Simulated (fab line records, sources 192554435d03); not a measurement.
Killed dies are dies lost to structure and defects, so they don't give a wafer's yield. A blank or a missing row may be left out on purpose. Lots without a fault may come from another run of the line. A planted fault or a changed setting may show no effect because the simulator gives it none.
Split-lot experiment | flow n5_finfet | 7 lots, 21 wafers read, on a route of 1938 steps

THE SPLIT
At N5_DUMMY_GATE_EXPOSE_12 (exposes mask GATE, target cd 25 nm), the setting dose_mj was moved away from the recipe's 34 on 7 of the 21 wafers read, by -5.0% to +3.6%. The other wafers ran this setting at the recipe's value.

FROM THE SPLIT TO THE READING: what the file shows between them, 7 steps
- N5_DUMMY_GATE_PEB_13: peb time 60 s
- N5_DUMMY_GATE_DEVELOP_14: develop time 30 s
- N5_DUMMY_GATE_CD_MEAS_15: target cd 25.8 nm
- N5_DUMMY_GATE_STRIP_38: strips in N2/H2
- N5_DUMMY_GATE_STRIP_39: strips in N2/H2
- N5_DUMMY_GATE_TRIM_49: chemistry O2, time 29 s, target cd 14 nm
- N5_DUMMY_GATE_STRIP_40: strips in CF4

THE READING
cd_nm, in nm, at N5_DUMMY_GATE_CD_MEAS_50 (target cd 14 nm). Fault-free wafers of this fab line usually give 14.1 nm, standard deviation 0.32 nm.

wafer  | tool, chamber at the split | dose_mj as run | against the recipe | cd_nm, nm | against lot-mates on the recipe
L074.3 | euv_scanner-02, 0          | 34             | recipe             | 13.9      | -
L074.4 | euv_scanner-02, 0          | 34             | recipe             | 13.9      | -
L074.5 | euv_scanner-02, 0          | 32.41          | -4.7%              | 15.3      | +1.4
L080.1 | euv_scanner-01, 0          | 34             | recipe             | 14.4      | -
L080.2 | euv_scanner-01, 0          | 34             | recipe             | 14.2      | -
L080.3 | euv_scanner-01, 0          | 34.92          | +2.7%              | 13.8      | -0.5
L083.1 | euv_scanner-02, 0          | 34             | recipe             | 13.6      | -
L083.4 | euv_scanner-02, 0          | 34             | recipe             | 14.1      | -
L083.6 | euv_scanner-02, 0          | 34             | recipe             | 13.5      | -
L087.2 | euv_scanner-01, 0          | 32.44          | -4.6%              | 15.6      | +0.8
L087.4 | euv_scanner-01, 0          | 32.44          | -4.6%              | 15.3      | +0.5
L087.6 | euv_scanner-01, 0          | 34             | recipe             | 14.8      | -
L090.3 | euv_scanner-01, 0          | 32.31          | -5.0%              | 15.8      | +1.4
L090.4 | euv_scanner-01, 0          | 32.31          | -5.0%              | 15.4      | +1.0
L090.6 | euv_scanner-01, 0          | 34             | recipe             | 14.4      | -
L091.1 | euv_scanner-01, 0          | 34             | recipe             | 13.5      | -
L091.5 | euv_scanner-01, 0          | 34             | recipe             | 13.3      | -
L091.6 | euv_scanner-01, 0          | 34             | recipe             | 13.7      | -
L094.1 | euv_scanner-02, 0          | 34             | recipe             | 14.2      | -
L094.3 | euv_scanner-02, 0          | 34             | recipe             | 13.9      | -
L094.4 | euv_scanner-02, 0          | 35.24          | +3.6%              | 13.3      | -0.8

THE FIT
A straight line over all 21 wafers: cd_nm changes by -0.28 nm for each +1% of dose_mj; r = -0.87; the points scatter about the line by 0.39 nm.
The same after taking each lot's own level away (the mean of its wafers on the recipe; 21 wafers): -0.212 nm for each +1%; r = -0.93; scatter 0.22 nm.
On that fit, the largest move of dose_mj shifts the reading by 1.1 nm.
The lots' own levels span 13.50 to 14.80 nm, that is 4.1 times the standard deviation above.
So the lot-to-lot level changes the slope: the two fits differ.
Check: with one of the wafers moved furthest among these (-5.0%) left out of the fit, the line predicts +0.981 nm for it against its lot-mates. It came out at +1.4 nm against them.

THE WHOLE CHAIN: every reading that the file lists as answering this split, in the file's order
step                     | what it does                                                   | reading                                                           | change (the file's fit)               | r (the file's)
N5_DUMMY_GATE_CD_MEAS_15 | target cd 25.8 nm                                              | cd_nm                                                             | -0.155 nm for each +1% of the setting | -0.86
N5_DUMMY_GATE_TRIM_49    | chemistry O2, time 29 s, target cd 14 nm                       | DUMMY_GATE.cd_nm (the simulator's own value, which no gauge read) | -0.211 nm for each +1% of the setting | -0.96
N5_DUMMY_GATE_CD_MEAS_50 | target cd 14 nm                                                | cd_nm                                                             | -0.224 nm for each +1% of the setting | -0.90
N5_DUMMY_GATE_ETCH_44    | etches poly-Si in HBr/O2, stops on SiO2, target depth 127.5 nm | DUMMY_GATE.cd_nm (the simulator's own value, which no gauge read) | -0.192 nm for each +1% of the setting | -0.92
N5_DUMMY_GATE_ETCH_42    | etches SiO2 in CHF3/O2, target depth 3.5 nm, time 31 s         | DUMMY_GATE.cd_nm (the simulator's own value, which no gauge read) | -0.2 nm for each +1% of the setting   | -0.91

THE FILE'S OWN FIT
cd_nm changes by -0.224 nm for each +1% of dose_mj, r = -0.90.
